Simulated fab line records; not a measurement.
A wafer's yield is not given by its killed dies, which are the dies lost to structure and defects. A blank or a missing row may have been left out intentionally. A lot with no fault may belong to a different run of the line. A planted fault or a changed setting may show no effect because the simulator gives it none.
Struck lot and sound lot, side by side | flow nand-harc | 42 steps out of a route of 1159
Sound: the wafers L606.2, L606.3, L606.6. Struck: wafer L611.1. (L611.3, L611.4 of the same lot were not struck and are left out.) The cause comes at the end.
At each step with rows: each side's tool, then ch and its chambers, then its first start. Under that, the readings that differ: sound wafers | struck wafers | difference of the means | sigmas: that difference in standard deviations of wafers without a fault.
alike: words and numbers the same on both sides, and readings whose means are apart by under 2 such deviations; not compared: readings that were withheld, readings missing a value for some wafer, numbers with overlapping values and no deviation given by the record, and bounds like >300 which may hide the same value.
Wherever a step has rows on one side only, a row that says differs or no value, or a row with sigmas, the two part there. Numbers that have no deviation but don't overlap get no sigmas and don't part them. Lack of a reading on every wafer of one side parts them only where that side has two or more wafers.

first, 5 steps without rows for these wafers: NHARC_A_SGD_CUT_SOFTBAKE_04 (time 55 s); NHARC_A_SGD_CUT_EBR_05; NHARC_A_SGD_CUT_EXPOSE_06 (exposes mask SGD); NHARC_A_SGD_CUT_PEB_07 (peb time 65 s); NHARC_A_SGD_CUT_DEVELOP_08 (develop time 35 s).
NHARC_A_SGD_CUT_CD_MEAS_09: the cd target is 100 nm.
  sound on cd-sem-01 ch 0, day 15 14:40; struck on cd-sem-02 ch 0, day 16 23:18
  alike: cd-nm
NHARC_A_SGD_CUT_OVL_MEAS_10:
  sound: overlay-02 at day 15 14:45; struck: overlay-02 at day 16 23:23
  reading           | sound       | struck | difference | sigmas
  overlay-x-nm (nm) | 1.8 1.3 1.2 | -1.4   | -2.8       | -3
  alike: overlay-y-nm
NHARC_A_SGD_CUT_INSPECT_11:
  sound: defect-inspect-01 at day 15 14:47; struck: defect-inspect-01 at day 16 23:26
  alike: raw-defect-count
NHARC_A_SGD_CUT_DESCUM_14: chemistry O2, time 3 s.
  sound on rie-diel-05 ch 0,2, day 15 14:51; struck on rie-diel-05 ch 0, day 16 23:34
  alike: drypump-motor-current-A, oes-product-au, rf-vpp-V, showerhead-plenum-p-Torr, throttle-valve-pct
  not compared: rf-hours-counter-h
then, 3 steps without rows for these wafers: NHARC_A_SGD_CUT_ETCH_58 (etches the open film in CF4, target depth 39 nm, time 65 s); NHARC_A_SGD_CUT_ETCH_59 (etches the open film in N2/H2, target depth 260 nm, time 406.25 s); NHARC_A_SGD_CUT_ETCH_15 (etches the open film in CH3F/O2, target depth 75 nm, time 64.3 s).
NHARC_A_SGD_CUT_ETCH_16: etches the open film in C4F8/O2/Ar, target depth 310.5 nm, time 155.2 s.
  sound on rie-diel-05 ch 1,3, day 15 15:26; struck on rie-diel-05 ch 0, day 17 00:08
  reading               | sound             | struck | difference | sigmas
  oes-product-au (a.u.) | 0.977 1.004 0.974 | 0.941  | -0.044     | -3
  rf-vpp-V (V)          | 717 722 716       | 728    | +10        | +2
  not compared: rf-hours-counter-h
then, 1 step without rows for these wafers: NHARC_A_SGD_CUT_STRIP_60 (strips in C4F8/O2/Ar).
NHARC_A_SGD_CUT_STRIP_17: strips in O2.
  sound on rie-diel-05 ch 0,1,3; struck on rie-diel-05 ch 3
  alike: drypump-motor-current-A, oes-product-au, rf-vpp-V, showerhead-plenum-p-Torr, throttle-valve-pct
  not compared: rf-hours-counter-h
then, 4 steps without rows for these wafers: NHARC_A_SGD_CUT_PRECLEAN_18 (cleans in SC1); NHARC_A_SGD_CUT_SRD_19; NHARC_A_SGD_CUT_DEP_20 (deposits SiO2, target thk 150 nm); NHARC_A_SGD_CUT_ANNEAL_27 (time 1800 s).
NHARC_A_SGD_CUT_CMP_21: polishes, target thk 148.19 nm.
  sound on cmp-01 ch 0,1,2, day 15 20:14; struck on cmp-01 ch 1, day 17 05:08
  alike: motor-current-A, time-to-endpoint-s
then, 3 steps without rows for these wafers: NHARC_A_SGD_CUT_SRD_23; NHARC_A_SGD_CUT_ETCH_26 (etches SiO2 in dHF, target depth 45.8 nm); NHARC_A_SGD_CUT_ETCHBACK_24 (etches the open film in CH3F/O2, target depth 50 nm, time 92.857 s).
NHARC_A_SGD_CUT_STRIP_28: strips in O2, time 20 s.
  sound on rie-diel-05 ch 1,3; struck on rie-diel-05 ch 1
  reading               | sound             | struck | difference | sigmas
  oes-product-au (a.u.) | 1.004 1.016 1.014 | 0.988  | -0.023     | -2
  alike: drypump-motor-current-A, rf-vpp-V, showerhead-plenum-p-Torr, throttle-valve-pct
  not compared: rf-hours-counter-h
NHARC_A_SGD_CUT_INSPECT_25:
  sound: defect-inspect-01 at day 15 20:59; struck: defect-inspect-01 at day 17 05:52
  alike: raw-defect-count
then, 11 steps without rows for these wafers: NHARC_A_SLIT_DEP_25 (deposits SiO2, target thk 200 nm); NHARC_A_SLIT_DEP_00 (deposits aC, target thk 3200 nm); NHARC_A_SLIT_DEP_23 (deposits SiON, target thk 100 nm); NHARC_A_SLIT_DEHYDRATE_01 (time 120 s); NHARC_A_SLIT_HMDS_02 (time 30 s); NHARC_A_SLIT_COAT_03 (resist thk 90 nm); NHARC_A_SLIT_SOFTBAKE_04 (time 55 s); NHARC_A_SLIT_EBR_05; NHARC_A_SLIT_EXPOSE_06 (exposes mask SLIT); NHARC_A_SLIT_PEB_07 (peb time 65 s); NHARC_A_SLIT_DEVELOP_08 (develop time 35 s).
NHARC_A_SLIT_CD_MEAS_09: the cd target is 300 nm.
  the record has rows for the sound wafers here (cd-sem-01 ch 0, day 16 00:32) and none for the struck ones
NHARC_A_SLIT_OVL_MEAS_10:
  the record has rows for the sound wafers here (overlay-02, day 16 00:37) and none for the struck ones
NHARC_A_SLIT_INSPECT_11:
  the record has rows for the sound wafers here (defect-inspect-01, day 16 00:40) and none for the struck ones
NHARC_A_SLIT_DESCUM_14: chemistry O2, time 3 s.
  the record has rows for the sound wafers here (rie-diel-01 ch 1,2,3, day 16 00:44) and none for the struck ones
then, 1 step without rows for these wafers: NHARC_A_SLIT_ETCH_24 (etches the open film in CF4/CHF3, target depth 121 nm, time 60.5 s).
-- break in the record here, with 5 days between the starts of the struck wafers on either side (left off in module A_SLIT, picked up again in module END, where the first step shown is number 1159 on the route) --
NHARC_END_SORT_01:
  the record has rows for the struck wafers here (prober-02 ch 0, day 22 06:45) and none for the sound ones

## WHERE THEY PART
First at NHARC_A_SGD_CUT_OVL_MEAS_10; last, within this record, at NHARC_END_SORT_01.

WHY: the cause the simulator had injected
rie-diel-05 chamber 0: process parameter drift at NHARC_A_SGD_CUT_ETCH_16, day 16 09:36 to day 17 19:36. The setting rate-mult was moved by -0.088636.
